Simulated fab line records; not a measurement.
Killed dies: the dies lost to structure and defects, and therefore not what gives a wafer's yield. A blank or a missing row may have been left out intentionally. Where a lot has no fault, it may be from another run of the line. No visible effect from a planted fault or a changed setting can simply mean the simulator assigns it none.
Problem report in the 8D (eight disciplines) form, filled by code / flow n5 finfet / the parts of the form that need people (team, actions taken, sign-off) are left out

## 1. WHAT WENT WRONG
spin speed rpm at N5_MOL_CONTACT_COAG_COAT_34 reads a mean of 1429.5 rpm on 6 wafers of 2 lots; wafers without a fault read 1500.2 rpm with a standard deviation of 0.76. Relative to the usual mean, that is a shift of -93 standard deviations.
The step: resist thk 40 nm.
Seen first at day 9 05:03 on litho track-02, wafer L238.1. The record holds 27 wafers of 9 lots with a number at this step. By rule, "out" or "out of limits" means more than 4 standard deviations away from the usual mean. The rest of the wafers with a number are treated as sound.

## 2. WHAT IT IS; WHAT IT IS NOT
question=which readings at this step | is=spin speed rpm | is not=-
question=which lots | is=L238, L239 | is not=L228, L232, L233, L235, L236, L241, L246
question=which wafers of those lots | is=all that have a number | is not=-
question=read on which tools | is=litho track-02 | is not=litho track-01, litho track-03
question=when | is=from day 9 05:03 | is not=up to then (15 sound wafers); but 6 sound wafers of L241, L246 came after

## 3. THE SUSPECTS, EACH WITH WHAT RULES IT OUT
Counting: a tool at any process step up to the reading remains a suspect when it ran all the lots that are out and ran no sound lot after the first of those.
- rie diel-04 at N5_MOL_CONTACT_COAG_ETCHBACK_135 (etches SiO2 in CHF3, target depth 25 nm, time 16.7 s): ruled out as a lasting fault. Sound lots L241 ran on it after its first lot that is out, L238 (day 9 04:19).
- rie diel-04 at N5_MOL_CONTACT_COAG_VIA_ETCH_46 (etches SiO2 in C4F6/O2, target depth 46 nm, overetch 9.2 nm, time 40 s): ruled out as a lasting fault. Sound lots L241 ran on it after its first lot that is out, L238 (day 9 04:20).
- litho track-02 at N5_MOL_CONTACT_COAG_COAT_34 (resist thk 40 nm): kept. It processed each lot that is out, first L238 at day 9 05:03, and no sound lot thereafter; up to then, the last sound lot it processed was L236 at day 8 11:20. Its own readings are out on those wafers: spin speed rpm.
Remaining after the count: litho track-02 at N5_MOL_CONTACT_COAG_COAT_34.

## 4. THE CAUSE (what the simulator had put in)
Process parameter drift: litho track-02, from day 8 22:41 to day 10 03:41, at N5_MOL_CONTACT_COAG_COAT_34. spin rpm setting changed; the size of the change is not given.
After counting, this tool was the only one left.

## 5. THE EFFECT CHAIN, in route order
Each row: a reading whose mean over the struck wafers that have a number lies more than 3 standard deviations from the usual. Scope: only readings with a usual standard deviation given in the record; hours: median across lots of the time from each lot's start at the first step in this table that gives one to its start at this step; sigmas: change in usual standard deviations.
hours=0; step=N5_MOL_CONTACT_COAG_COAT_34; reading=spin speed rpm; usual=1500.2 rpm; on struck wafers=1429.5; change=-70.7; sigmas=-93
Here are the process steps it includes:
- N5_MOL_CONTACT_COAG_COAT_34: resist thk 40 nm.
At these later measuring or inspecting steps, every struck wafer for which the step has a row has a number for every such reading, and none has moved that far: N5_BEOL_M4_RC_MEAS_101.

## 6. WHAT WOULD HAVE CAUGHT IT SOONER
In this record no reading fell out of limits until day 9 05:03, 6 hours after the fault had begun at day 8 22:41.
